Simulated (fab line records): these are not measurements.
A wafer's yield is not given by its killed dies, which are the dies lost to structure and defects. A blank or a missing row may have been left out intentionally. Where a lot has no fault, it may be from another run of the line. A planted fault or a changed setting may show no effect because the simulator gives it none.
fab line records    flow nand_harc
record lots=24  wafers=72  last_day=33
route steps=1302 shown P_CONTACT@252 P_M0@264 P_M1@307 P_M2@343 P_BONDPAD@372
lots untouched by any fault: they come from a run of this same line in which no faults occurred
start_h: hours from the record's opening day to when the first of the lot's shown wafers began    wait_h: hours elapsed since this lot's preceding step    " same as the row above    L1.1+2: one row covering several wafers at once    - no value present, or no start provided    * or withheld: withheld    < > ~ a bound
route shown NAME@n: a module of which the file shows steps, and the number in the route of the first    usual: the fault-free wafers' mean and standard deviation    same: alike in all rows    chamber/n: place in a boat    sites: each site's reading    _std_site: the values' standard deviation    _edge_site: the outer-site mean with the inner-site mean subtracted    radius_mm: for every site, how far away it sits from the centre of the wafer    mask NAME#n: copy n    behind: the last tool/chamber to shape the wafer    hold: what put the lot on hold/how long, in hours/how the hold closed    device: the n, p or np transistor that did not switch    end of line: the route-end tests of the same wafers    a step without rows: its recipe alone    killed: at the first sort, the dies lost to defects and structure; wafer yield is something else    map: per-die view of a wafer (x killed, . not killed, _ where there is no die)
set.NAME: the run value of the setting; set.NAME@STEP: its run value at that earlier step    model.NAME: the simulator's own value behind a step, which no gauge read
a sample of lots followed through the steps of the route, with each step as a table and each wafer as a row
services: from which hour (start_h, from the record's first day; less than 0 if before it) a tool's chamber was out of use, for how many hours, and why
## steps
# step NHARC_P_CONTACT_INSPECT_27
# usual raw_defect_count=319/120
lot.wafer  tool               chamber  start_h  wait_h  raw_defect_count
L074.1     defect_inspect-02  -        130.70   0.1     221
L074.4     "                  -        "        "       149
L074.6     "                  -        "        "       352
L075.1     defect_inspect-02  -        131.57   0.1     370
L075.2     "                  -        "        "       285
L075.5     "                  -        "        "       194
L076.1     defect_inspect-02  -        149.92   0.1     190
L076.2     "                  -        "        "       315
L076.3     "                  -        "        "       333
L078.2     defect_inspect-01  -        163.21   0.1     326
L078.5     "                  -        "        "       271
L078.6     "                  -        "        "       171
L077.1     defect_inspect-02  -        163.36   0.1     386
L077.2     "                  -        "        "       326
L077.5     "                  -        "        "       246
L079.1     defect_inspect-01  -        176.08   0.1     241
L079.5     "                  -        "        "       291
L079.6     "                  -        "        "       216
L081.2     defect_inspect-02  -        189.07   0.1     414
L081.3     "                  -        "        "       280
L081.6     "                  -        "        "       297
L080.3     defect_inspect-02  -        191.59   0.1     337
L080.4     "                  -        "        "       506
L080.6     "                  -        "        "       171
L082.1     defect_inspect-02  -        204.84   0.1     236
L082.2     "                  -        "        "       225
L082.6     "                  -        "        "       558
L083.1     defect_inspect-02  -        211.07   0.1     190
L083.2     "                  -        "        "       331
L083.6     "                  -        "        "       433
L084.3     defect_inspect-02  -        229.40   0.1     406
L084.4     "                  -        "        "       667
L084.5     "                  -        "        "       284
L085.2     defect_inspect-01  -        236.08   0.1     572
L085.4     "                  -        "        "       346
L085.6     "                  -        "        "       239
L086.3     defect_inspect-01  -        236.49   0.1     220
L086.4     "                  -        "        "       125
L086.6     "                  -        "        "       136
L087.1     defect_inspect-02  -        262.58   0.1     490
L087.3     "                  -        "        "       266
L087.4     "                  -        "        "       350
L088.1     defect_inspect-02  -        263.62   0.1     401
L088.3     "                  -        "        "       286
L088.4     "                  -        "        "       391
L089.1     defect_inspect-02  -        267.76   0.1     306
L089.3     "                  -        "        "       145
L089.4     "                  -        "        "       193
L090.1     defect_inspect-02  -        283.94   0.1     219
L090.3     "                  -        "        "       242
L090.4     "                  -        "        "       138
L091.3     defect_inspect-01  -        293.85   0.1     457
L091.5     "                  -        "        "       711
L091.6     "                  -        "        "       589
L092.1     defect_inspect-02  -        314.64   0.1     292
L092.2     "                  -        "        "       214
L092.5     "                  -        "        "       168
L093.1     defect_inspect-02  -        318.75   0.1     322
L093.4     "                  -        "        "       189
L093.6     "                  -        "        "       256
L094.1     defect_inspect-01  -        322.39   0.1     161
L094.2     "                  -        "        "       311
L094.5     "                  -        "        "       174
L095.1     defect_inspect-02  -        337.47   0.1     256
L095.4     "                  -        "        "       573
L095.5     "                  -        "        "       423
L096.2     defect_inspect-02  -        341.93   0.1     459
L096.3     "                  -        "        "       431
L096.4     "                  -        "        "       304
L097.1     defect_inspect-01  -        346.46   0.1     478
L097.3     "                  -        "        "       481
L097.6     "                  -        "        "       235
# step NHARC_P_M0_OVL_MEAS_10
# recipe pitch_nm=180
# usual overlay_x_nm=0.1/0.71  overlay_y_nm=-0.2/0.92
lot.wafer  tool        chamber  start_h  wait_h  overlay_x_nm  overlay_y_nm
L074.1     overlay-01  -        131.69   -       0.2           -1.4
L074.4     "           -        "        "       0.4           -1.5
L074.6     "           -        "        "       0.4           -1.2
L075.1     overlay-01  -        132.56   -       1.2           -0.9
L075.2     "           -        "        "       0.5           -1.0
L075.5     "           -        "        "       0.7           -0.6
L076.1     overlay-02  -        150.91   -       -0.1          -0.1
L076.2     "           -        "        "       -0.2          0.4
L076.3     "           -        "        "       0.3           0.2
L078.2     overlay-01  -        164.22   -       0.6           0.1
L078.5     "           -        "        "       0.7           0.1
L078.6     "           -        "        "       0.8           0.4
L077.1     overlay-02  -        164.37   -       0.8           -0.7
L077.2     "           -        "        "       0.4           -1.0
L077.5     "           -        "        "       0.2           -1.1
L079.1     overlay-01  -        177.07   -       -1.6          -0.8
L079.5     "           -        "        "       -1.7          -1.2
L079.6     "           -        "        "       -1.7          -0.8
L081.2     overlay-02  -        190.06   -       0.0           1.9
L081.3     "           -        "        "       -1.0          2.1
L081.6     "           -        "        "       -0.4          2.0
L080.3     overlay-01  -        192.45   -       0.4           1.4
L080.4     "           -        "        "       0.7           1.0
L080.6     "           -        "        "       1.1           1.2
L082.1     overlay-02  -        205.83   -       0.1           -0.2
L082.2     "           -        "        "       0.4           0.0
L082.6     "           -        "        "       -0.2          -0.2
L083.1     overlay-01  -        212.06   -       1.0           -0.1
L083.2     "           -        "        "       0.2           -0.5
L083.6     "           -        "        "       0.7           -0.2
L084.3     overlay-01  -        230.52   -       -0.9          -0.4
L084.4     "           -        "        "       -0.3          -0.4
L084.5     "           -        "        "       -0.5          -0.9
L085.2     overlay-02  -        237.07   -       -0.5          1.0
L085.4     "           -        "        "       -0.5          0.7
L085.6     "           -        "        "       0.2           1.1
L086.3     overlay-01  -        237.48   -       -0.4          -1.3
L086.4     "           -        "        "       0.0           -1.5
L086.6     "           -        "        "       0.0           -1.0
L087.1     overlay-01  -        263.57   -       0.9           0.3
L087.3     "           -        "        "       0.9           0.6
L087.4     "           -        "        "       0.2           0.5
L088.1     overlay-02  -        264.60   -       -0.1          0.9
L088.3     "           -        "        "       -0.4          1.6
L088.4     "           -        "        "       0.3           1.3
L089.1     overlay-02  -        268.74   -       0.2           0.0
L089.3     "           -        "        "       0.7           0.0
L089.4     "           -        "        "       0.5           0.1
L090.1     overlay-02  -        284.81   -       -1.6          -1.6
L090.3     "           -        "        "       -1.1          -1.8
L090.4     "           -        "        "       -1.2          -1.7
L091.3     overlay-01  -        294.71   -       0.2           -0.6
L091.5     "           -        "        "       -0.3          -0.8
L091.6     "           -        "        "       -0.4          -0.4
L092.1     overlay-01  -        315.63   -       0.6           0.4
L092.2     "           -        "        "       0.6           0.3
L092.5     "           -        "        "       0.3           0.0
L093.1     overlay-02  -        319.92   -       0.3           -1.0
L093.4     "           -        "        "       0.5           -0.9
L093.6     "           -        "        "       0.7           -1.1
L094.1     overlay-01  -        323.37   -       1.3           -0.8
L094.2     "           -        "        "       0.7           -0.9
L094.5     "           -        "        "       0.7           -0.9
L095.1     overlay-02  -        338.60   -       1.7           0.3
L095.4     "           -        "        "       1.2           0.2
L095.5     "           -        "        "       1.1           0.5
L096.2     overlay-01  -        342.92   -       -0.2          -0.4
L096.3     "           -        "        "       -1.0          -1.2
L096.4     "           -        "        "       -0.4          -0.4
L097.1     overlay-02  -        347.45   -       0.0           -1.3
L097.3     "           -        "        "       -0.2          -0.7
L097.6     "           -        "        "       0.0           -0.8
# step NHARC_P_M1_PVD_20
# recipe target_thk_a=50  bias_v=168.6  power_w=15000  chamber_pressure_pa=0.12  time_s=8.06  substrate_temp_c=50  material=TaN
# usual bias_v=168.6/1.9  throttle_valve_pct=29.4/0.71
# same time_s=8.06
lot.wafer  tool            chamber  start_h  wait_h  bias_v  throttle_valve_pct
L074.1     pvd_sputter-01  -        -        -       165.9   29.2
L074.4     "               -        "        "       170.3   28.3
L074.6     "               -        "        "       169.4   29.1
L075.1     pvd_sputter-03  -        -        -       171.1   29.8
L075.2     "               -        "        "       171.0   28.9
L075.5     "               -        "        "       170.3   29.7
L076.1     pvd_sputter-01  -        -        -       169.9   29.5
L076.2     "               -        "        "       171.8   29.9
L076.3     "               -        "        "       168.4   29.1
L078.2     pvd_sputter-01  -        -        -       167.6   29.8
L078.6     "               -        "        "       165.6   29.0
L078.5     "               -        "        "       166.8   27.9
L077.1     pvd_sputter-01  -        -        -       166.8   29.7
L077.2     "               -        "        "       164.9   29.3
L077.5     "               -        "        "       169.3   29.3
L079.1     pvd_sputter-03  -        -        -       168.4   29.3
L079.6     "               -        "        "       165.0   29.2
L079.5     "               -        "        "       169.2   30.2
L081.2     pvd_sputter-02  -        -        -       169.5   28.8
L081.3     "               -        "        "       170.0   28.3
L081.6     "               -        "        "       169.0   28.6
L080.4     pvd_sputter-01  -        -        -       168.3   28.0
L080.3     "               -        "        "       173.5   29.8
L080.6     "               -        "        "       165.3   29.5
L082.1     pvd_sputter-02  -        -        -       166.1   28.6
L082.2     "               -        "        "       166.4   28.5
L082.6     "               -        "        "       167.5   31.4
L083.2     pvd_sputter-03  -        -        -       168.4   29.2
L083.1     "               -        "        "       171.3   30.0
L083.6     "               -        "        "       167.6   29.4
L084.3     pvd_sputter-03  -        -        -       167.5   29.7
L084.4     "               -        "        "       168.9   29.4
L084.5     "               -        "        "       169.6   29.6
L085.4     pvd_sputter-01  -        -        -       168.6   29.0
L085.2     "               -        "        "       170.6   29.6
L085.6     "               -        "        "       170.4   29.0
L086.4     pvd_sputter-03  -        -        -       168.0   30.1
L086.3     "               -        "        "       169.7   29.8
L086.6     "               -        "        "       168.5   29.7
L087.4     pvd_sputter-02  -        -        -       171.3   30.3
L087.1     "               -        "        "       167.6   28.8
L087.3     "               -        "        "       170.3   28.4
L088.3     pvd_sputter-02  -        -        -       170.6   28.1
L088.4     "               -        "        "       172.1   30.2
L088.1     "               -        "        "       166.6   28.7
L089.3     pvd_sputter-02  -        -        -       166.5   28.8
L089.4     "               -        "        "       170.2   28.5
L089.1     "               -        "        "       168.5   31.3
L090.1     pvd_sputter-03  -        -        -       168.1   29.3
L090.3     "               -        "        "       168.1   29.5
L090.4     "               -        "        "       167.4   29.5
L091.3     pvd_sputter-01  -        -        -       172.8   29.1
L091.6     "               -        "        "       167.0   29.4
L091.5     "               -        "        "       171.0   29.0
L092.1     pvd_sputter-01  -        -        -       167.9   29.4
L092.2     "               -        "        "       168.9   29.3
L092.5     "               -        "        "       165.7   29.0
L093.1     pvd_sputter-01  -        -        -       165.2   29.6
L093.4     "               -        "        "       167.3   29.6
L093.6     "               -        "        "       169.8   28.9
L094.1     pvd_sputter-03  -        -        -       167.6   29.7
L094.2     "               -        "        "       168.0   29.2
L094.5     "               -        "        "       165.8   29.9
L095.4     pvd_sputter-03  -        -        -       170.5   29.0
L095.1     "               -        "        "       168.2   29.8
L095.5     "               -        "        "       168.3   29.1
L096.3     pvd_sputter-01  -        -        -       170.0   29.0
L096.2     "               -        "        "       167.5   29.7
L096.4     "               -        "        "       165.0   28.7
L097.1     pvd_sputter-01  -        -        -       167.3   29.4
L097.3     "               -        "        "       169.3   29.2
L097.6     "               -        "        "       167.0   29.4
# step NHARC_P_M1_DEP_33
# recipe target_thk_a=300  temp_c=370  target_thk_nm=30  pressure_torr=3  flow_sccm=200  rf_w=450  material=SiCN
# usual heater_power_outer_w=335/56  heater_power_w=595/95  rf_fwd_power_W=448.9/1.3
lot.wafer  tool      chamber  start_h  wait_h  heater_power_outer_w  heater_power_w  rf_fwd_power_W
L074.1     pecvd-04  0        138.46   0.1     364                   601             446.8
L074.4     "         0        "        "       373                   596             445.4
L074.6     "         2        "        "       276                   493             447.2
L075.2     pecvd-03  2        140.16   0.1     323                   656             448.2
L075.1     "         0        "        "       332                   561             449.3
L075.5     "         1        "        "       290                   515             448.3
L076.1     pecvd-03  0        158.06   0.1     346                   599             450.2
L076.2     "         1        "        "       222                   419             449.1
L076.3     "         2        "        "       386                   718             448.2
L078.2     pecvd-03  1        171.10   0.1     257                   468             449.8
L078.5     "         0        "        "       309                   544             450.1
L078.6     "         1        "        "       263                   474             446.4
L077.2     pecvd-03  2        171.86   0.1     330                   612             448.9
L077.1     "         0        "        "       319                   541             448.3
L077.5     "         1        "        "       291                   525             448.8
L079.1     pecvd-04  2        184.07   0.1     234                   441             449.6
L079.5     "         2        "        "       240                   439             446.1
L079.6     "         0        "        "       396                   634             448.6
L081.3     pecvd-04  2        197.22   0.1     235                   436             450.3
L081.2     "         0        "        "       345                   585             448.4
L081.6     "         0        "        "       339                   582             446.7
L080.3     pecvd-02  1        199.37   0.1     342                   612             449.3
L080.6     "         1        "        "       347                   605             449.3
L080.4     "         0        "        "       355                   633             449.1
L082.2     pecvd-02  0        212.69   0.1     358                   657             448.5
L082.1     "         2        "        "       375                   659             448.1
L082.6     "         2        "        "       263                   525             450.2
L083.1     pecvd-04  1        219.67   0.1     466                   799             449.4
L083.2     "         2        "        "       213                   414             448.3
L083.6     "         1        "        "       477                   790             448.0
L084.3     pecvd-03  0        237.55   0.1     316                   561             449.3
L084.4     "         2        "        "       348                   675             450.4
L084.5     "         0        "        "       310                   565             449.3
L085.2     pecvd-03  0        243.92   0.1     310                   549             449.1
L085.4     "         2        "        "       424                   769             447.3
L085.6     "         0        "        "       316                   538             451.0
L086.3     pecvd-04  0        244.58   0.1     397                   638             450.9
L086.6     "         1        "        "       483                   805             450.2
L086.4     "         0        "        "       388                   641             449.1
L087.1     pecvd-02  1        270.73   0.1     340                   591             449.7
L087.3     "         0        "        "       349                   618             448.8
L087.4     "         1        "        "       342                   607             450.9
L088.1     pecvd-03  1        271.76   0.1     316                   536             447.6
L088.3     "         0        "        "       324                   546             448.6
L088.4     "         1        "        "       310                   552             447.6
L089.1     pecvd-02  2        276.25   0.1     343                   632             447.5
L089.3     "         1        "        "       372                   643             449.4
L089.4     "         0        "        "       306                   579             449.2
L090.1     pecvd-03  0        291.55   0.1     302                   538             449.4
L090.3     "         1        "        "       254                   467             450.9
L090.4     "         2        "        "       404                   726             449.1
L091.3     pecvd-03  0        301.55   0.1     301                   530             448.4
L091.5     "         0        "        "       302                   527             447.5
L091.6     "         1        "        "       288                   514             449.4
L092.1     pecvd-03  2        322.53   0.1     328                   637             449.9
L092.2     "         0        "        "       267                   468             449.8
L092.5     "         0        "        "       260                   467             449.0
L093.1     pecvd-04  1        326.84   0.1     380                   678             449.9
L093.4     "         2        "        "       277                   471             447.6
L093.6     "         0        "        "       366                   594             448.0
L094.2     pecvd-02  1        330.29   0.1     344                   606             450.0
L094.1     "         0        "        "       372                   656             449.8
L094.5     "         2        "        "       365                   666             447.9
L095.1     pecvd-03  2        345.52   0.1     415                   755             448.6
L095.4     "         0        "        "       315                   539             448.1
L095.5     "         2        "        "       420                   742             448.1
L096.3     pecvd-02  1        350.14   0.1     322                   570             449.3
L096.2     "         2        "        "       337                   595             447.2
L096.4     "         0        "        "       345                   624             447.3
L097.1     pecvd-03  1        354.45   0.1     317                   545             449.5
L097.3     "         2        "        "       335                   646             451.2
L097.6     "         1        "        "       315                   547             448.3
# step NHARC_P_M2_ANNEAL_31
# recipe temp_c=225  time_s=90
# usual wafer_temp_C_max=226.23/0.27
# same time_s=90
lot.wafer  tool           chamber  start_h  wait_h  wafer_temp_C_max
L074.1     rtp_anneal-01  0        141.73   -       226.11
L074.4     "              0        "        "       226.12
L074.6     "              0        "        "       226.27
L075.1     rtp_anneal-02  0        143.19   -       226.47
L075.2     "              0        "        "       226.41
L075.5     "              0        "        "       226.41
L076.1     rtp_anneal-02  0        161.26   -       226.67
L076.2     "              0        "        "       226.30
L076.3     "              0        "        "       226.82
L078.2     rtp_anneal-02  0        174.32   0.4     226.57
L078.5     "              0        "        "       226.70
L078.6     "              0        "        "       226.53
L077.1     rtp_anneal-02  0        174.93   -       226.69
L077.2     "              0        "        "       226.24
L077.5     "              0        "        "       226.41
L079.1     rtp_anneal-01  0        187.22   -       225.65
L079.5     "              0        "        "       226.26
L079.6     "              0        "        "       226.14
L081.2     rtp_anneal-01  0        200.45   0.4     225.92
L081.3     "              0        "        "       226.05
L081.6     "              0        "        "       225.83
L080.3     rtp_anneal-02  0        202.76   -       226.19
L080.4     "              0        "        "       225.97
L080.6     "              0        "        "       226.33
L082.1     rtp_anneal-01  0        216.02   0.3     226.18
L082.2     "              0        "        "       226.58
L082.6     "              0        "        "       226.32
L083.1     rtp_anneal-01  0        222.85   0.3     226.13
L083.2     "              0        "        "       225.98
L083.6     "              0        "        "       226.13
L084.3     rtp_anneal-01  0        240.76   -       227.09
L084.4     "              0        "        "       226.39
L084.5     "              0        "        "       226.80
L085.2     rtp_anneal-01  0        247.11   -       226.58
L085.4     "              0        "        "       226.81
L085.6     "              0        "        "       226.29
L086.3     rtp_anneal-01  0        247.79   0.3     226.35
L086.4     "              0        "        "       226.02
L086.6     "              0        "        "       226.17
L087.1     rtp_anneal-01  0        273.91   -       226.31
L087.3     "              0        "        "       226.23
L087.4     "              0        "        "       226.09
L088.1     rtp_anneal-02  0        274.99   -       226.46
L088.3     "              0        "        "       226.17
L088.4     "              0        "        "       226.59
L089.1     rtp_anneal-02  0        279.43   0.3     226.22
L089.3     "              0        "        "       225.97
L089.4     "              0        "        "       226.73
L090.1     rtp_anneal-01  0        294.67   -       226.08
L090.3     "              0        "        "       225.89
L090.4     "              0        "        "       225.78
L091.3     rtp_anneal-02  0        304.88   -       226.14
L091.5     "              0        "        "       226.64
L091.6     "              0        "        "       225.95
L092.1     rtp_anneal-02  0        325.81   -       226.32
L092.2     "              0        "        "       225.87
L092.5     "              0        "        "       226.09
L093.1     rtp_anneal-02  0        329.97   -       226.49
L093.4     "              0        "        "       226.49
L093.6     "              0        "        "       226.68
L094.1     rtp_anneal-02  0        333.48   -       226.34
L094.2     "              0        "        "       226.31
L094.5     "              0        "        "       226.40
L095.1     rtp_anneal-01  0        348.76   -       226.18
L095.4     "              0        "        "       226.38
L095.5     "              0        "        "       226.09
L096.2     rtp_anneal-01  0        353.26   -       225.90
L096.3     "              0        "        "       226.10
L096.4     "              0        "        "       225.91
L097.1     rtp_anneal-02  0        357.49   -       226.25
L097.3     "              0        "        "       226.00
L097.6     "              0        "        "       226.20
# step NHARC_P_BONDPAD_ETCH_24
# recipe target_depth_a=300  over_etch_frac=0.3  time_s=72.99  ion_energy_ev=150  cf4_flow_sccm=50  n2_flow_sccm=100  ar_flow_sccm=150  rf_w=300  bias_w=100  chemistry=CF4/N2
# usual chamber_pressure_mTorr=30.003/0.026  drypump_motor_current_A=5.9/0.42  oes_product_au=0.998/0.014  rf_fwd_power_W=297.3/1.3  rf_vpp_V=314.4/2.3  showerhead_plenum_p_Torr=2.64/0.11  throttle_valve_pct=19.792/0.0093
# same time_s=72.99
lot.wafer  tool         chamber  start_h  wait_h  chamber_pressure_mTorr  drypump_motor_current_A  oes_product_au  rf_fwd_power_W  rf_hours_counter_h  rf_vpp_V  showerhead_plenum_p_Torr  throttle_valve_pct
L074.4     rie_diel-11  0        -        -       29.986                  5.4                      1.019           296.5           1.9                 318.7     2.81                      19.778
L074.1     "            1        "        "       29.996                  6.0                      0.998           297.6           1.7                 312.7     2.61                      19.794
L074.6     "            0        "        "       30.020                  5.4                      0.996           296.0           -                   317.3     2.81                      19.804
L075.2     rie_diel-08  0        -        -       30.007                  5.5                      1.008           295.9           5.8                 313.9     2.63                      19.788
L075.1     "            2        "        "       29.995                  6.0                      0.972           297.3           6.7                 314.9     2.63                      19.782
L075.5     "            1        "        "       29.963                  5.3                      0.992           296.4           -                   311.6     2.52                      19.783
L076.1     rie_diel-08  0        -        -       29.953                  5.5                      1.008           296.5           7.2                 312.6     2.63                      19.788
L076.2     "            1        "        "       29.945                  5.3                      0.995           295.4           6.7                 312.6     2.52                      19.790
L076.3     "            3        "        "       29.987                  5.9                      1.015           298.2           8.3                 316.2     2.76                      19.793
L078.2     rie_diel-11  1        -        -       29.989                  6.0                      0.995           297.4           2.5                 313.5     2.61                      19.781
L078.5     "            0        "        "       30.034                  5.4                      1.005           296.1           -                   318.2     2.81                      19.795
L078.6     "            1        "        "       30.018                  6.0                      0.993           297.4           -                   313.1     2.61                      19.782
L077.2     rie_diel-05  3        -        -       30.005                  6.4                      1.019           297.8           6.4                 312.2     2.55                      19.786
L077.1     "            2        "        "       29.988                  5.7                      1.006           297.7           7.1                 316.6     2.71                      19.798
L077.5     "            0        "        "       30.028                  6.5                      1.011           299.0           -                   311.1     2.52                      19.798
L079.1     rie_diel-08  1        -        -       30.006                  5.3                      0.985           294.2           8.1                 311.6     2.52                      19.782
L079.5     "            0        "        "       29.995                  5.5                      1.017           298.1           -                   314.0     2.62                      19.787
L079.6     "            1        "        "       29.990                  5.3                      0.990           295.0           -                   313.2     2.52                      19.801
L081.2     rie_diel-11  1        -        -       30.037                  6.0                      0.997           299.2           3.0                 313.9     2.61                      19.769
L081.3     "            3        "        "       29.990                  6.3                      0.998           296.4           3.2                 317.5     2.81                      19.805
L081.6     "            1        "        "       30.034                  6.0                      0.986           298.3           -                   313.6     2.61                      19.796
L080.3     rie_diel-05  1        -        -       30.010                  5.2                      1.015           296.1           9.0                 318.3     2.75                      19.784
L080.4     "            2        "        "       29.989                  5.8                      0.991           297.3           9.3                 315.7     2.71                      19.796
L080.6     "            3        "        "       30.039                  6.4                      1.014           296.6           -                   313.2     2.55                      19.806
L082.2     rie_diel-08  2        -        -       30.003                  6.0                      0.975           298.3           0.8                 315.4     2.63                      19.792
L082.1     "            3        "        "       30.021                  5.8                      1.028           297.5           0.9                 315.4     2.76                      19.793
L082.6     "            2        "        "       30.015                  6.0                      0.980           297.9           -                   314.4     2.63                      19.799
L083.2     rie_diel-08  2        -        -       30.062                  6.0                      0.978           299.8           1.0                 314.6     2.63                      19.795
L083.1     "            1        "        "       30.011                  5.3                      0.986           294.2           0.9                 313.8     2.52                      19.815
L083.6     "            2        "        "       30.004                  6.0                      0.980           299.2           -                   315.4     2.63                      19.810
L084.3     rie_diel-05  2        -        -       30.000                  5.7                      0.991           298.0           0.2                 315.0     2.71                      19.797
L084.4     "            3        "        "       29.979                  6.4                      1.016           297.5           0.3                 312.3     2.55                      19.793
L084.5     "            1        "        "       30.009                  5.2                      0.993           295.9           -                   316.5     2.75                      19.793
L085.2     rie_diel-11  3        250.44   0.1     29.937                  6.3                      0.987           296.1           3.4                 317.8     2.81                      19.785
L085.6     "            3        "        "       29.979                  6.2                      1.005           297.9           -                   318.2     2.81                      19.786
L085.4     "            1        "        "       29.995                  6.0                      1.010           298.5           -                   313.5     2.61                      19.785
L086.3     rie_diel-05  2        -        -       29.983                  5.7                      0.986           298.5           0.3                 316.3     2.71                      19.803
L086.4     "            3        "        "       29.990                  6.4                      0.997           297.8           0.4                 313.3     2.55                      19.787
L086.6     "            2        "        "       30.050                  5.7                      0.994           298.4           -                   315.9     2.71                      19.779
L087.1     rie_diel-05  3        -        -       30.015                  6.4                      1.000           297.6           1.4                 313.2     2.55                      19.787
L087.4     "            0        "        "       29.999                  6.5                      0.984           298.3           1.4                 311.9     2.52                      19.786
L087.3     "            1        "        "       29.975                  5.2                      0.985           294.1           1.1                 316.7     2.75                      19.796
L088.3     rie_diel-05  3        -        -       29.995                  6.4                      0.997           298.4           1.5                 312.7     2.55                      19.788
L088.4     "            0        "        "       29.998                  6.6                      0.987           297.6           1.5                 312.8     2.52                      19.800
L088.1     "            2        "        "       29.964                  5.8                      0.992           295.5           1.2                 315.1     2.71                      19.784
L089.1     rie_diel-08  1        -        -       30.031                  5.3                      0.990           295.3           3.2                 310.4     2.52                      19.788
L089.3     "            3        "        "       30.028                  5.9                      1.023           297.2           3.1                 316.5     2.76                      19.791
L089.4     "            0        "        "       30.019                  5.5                      1.004           297.6           3.6                 314.6     2.62                      19.802
L090.4     rie_diel-05  1        -        -       30.013                  5.2                      0.981           296.5           2.7                 316.2     2.75                      19.781
L090.3     "            3        "        "       30.004                  6.4                      0.992           297.4           3.2                 313.8     2.55                      19.779
L090.1     "            0        "        "       29.999                  6.6                      0.990           298.4           2.9                 313.5     2.52                      19.794
L091.3     rie_diel-11  0        308.18   0.1     29.998                  5.4                      1.001           296.8           1.3                 317.9     2.81                      19.814
L091.5     "            0        "        "       29.993                  5.4                      1.001           296.5           -                   317.7     2.81                      19.807
L091.6     "            3        "        "       30.000                  6.3                      0.993           298.3           -                   319.1     2.81                      19.789
L092.2     rie_diel-05  0        -        -       30.035                  6.6                      0.985           298.7           4.5                 311.5     2.52                      19.797
L092.1     "            1        "        "       29.917                  5.2                      0.982           294.7           4.3                 317.0     2.75                      19.797
L092.5     "            2        "        "       30.021                  5.8                      0.994           298.4           -                   316.7     2.71                      19.782
L093.4     rie_diel-08  3        -        -       29.994                  5.8                      1.028           298.2           4.7                 317.5     2.76                      19.774
L093.1     "            0        "        "       29.987                  5.5                      1.008           296.5           5.4                 315.1     2.62                      19.806
L093.6     "            2        "        "       30.043                  6.0                      0.970           298.9           -                   316.0     2.63                      19.783
L094.1     rie_diel-08  0        -        -       29.994                  5.6                      1.027           297.5           5.5                 314.8     2.62                      19.793
L094.2     "            2        "        "       30.021                  6.0                      0.969           299.4           4.5                 313.9     2.63                      19.784
L094.5     "            0        "        "       29.974                  5.5                      1.017           298.7           -                   313.6     2.62                      19.779
L095.4     rie_diel-05  2        -        -       29.987                  5.7                      1.003           299.0           5.2                 314.5     2.70                      19.799
L095.1     "            3        "        "       30.000                  6.4                      1.003           297.1           5.5                 313.0     2.54                      19.799
L095.5     "            3        "        "       30.061                  6.4                      1.001           297.3           -                   311.7     2.55                      19.795
L096.2     rie_diel-05  2        -        -       29.994                  5.7                      1.000           296.7           5.3                 315.4     2.70                      19.785
L096.4     "            3        "        "       29.976                  6.4                      0.998           298.3           5.6                 313.3     2.54                      19.782
L096.3     "            0        "        "       30.026                  6.6                      1.002           297.9           5.5                 313.0     2.52                      19.802
L097.3     rie_diel-11  2        -        -       29.941                  5.9                      0.993           297.6           4.2                 310.1     2.46                      19.812
L097.1     "            1        "        "       29.982                  6.0                      0.997           297.7           1.4                 314.7     2.61                      19.787
L097.6     "            2        "        "       29.995                  5.9                      0.987           298.1           -                   310.3     2.46                      19.807
## services
tool            chamber  start_h  hours  kind
pecvd-02        -        132.21   1.2    repair
rie_diel-11     3        154.31   3.9    repair
rie_diel-05     -        161.51   0.4    repair
pvd_sputter-03  -        170.08   10.0   pm
pecvd-03        -        176.27   0.2    repair
rie_diel-11     -        184.03   0.4    repair
pecvd-03        -        185.00   13.0   pm
rie_diel-08     -        190.80   9.0    pm
rie_diel-11     1        195.19   2.9    repair
pecvd-04        1        201.15   4.2    repair
pecvd-03        -        202.06   16.3   repair
pvd_sputter-01  -        212.40   9.8    repair
rie_diel-11     3        216.18   19.4   repair
pecvd-02        -        216.88   3.2    repair
pvd_sputter-01  -        226.00   10.0   pm
pecvd-02        -        227.20   13.0   pm
pecvd-03        -        229.37   0.2    repair
rie_diel-05     -        229.60   9.0    pm
rie_diel-11     3        246.59   3.3    repair
rie_diel-11     0        250.05   1.8    repair
pvd_sputter-03  -        297.75   0.8    repair
pecvd-03        1        330.31   16.2   repair
pvd_sputter-03  -        348.08   10.0   pm
pecvd-03        -        353.61   0.7    repair
## key
fault none
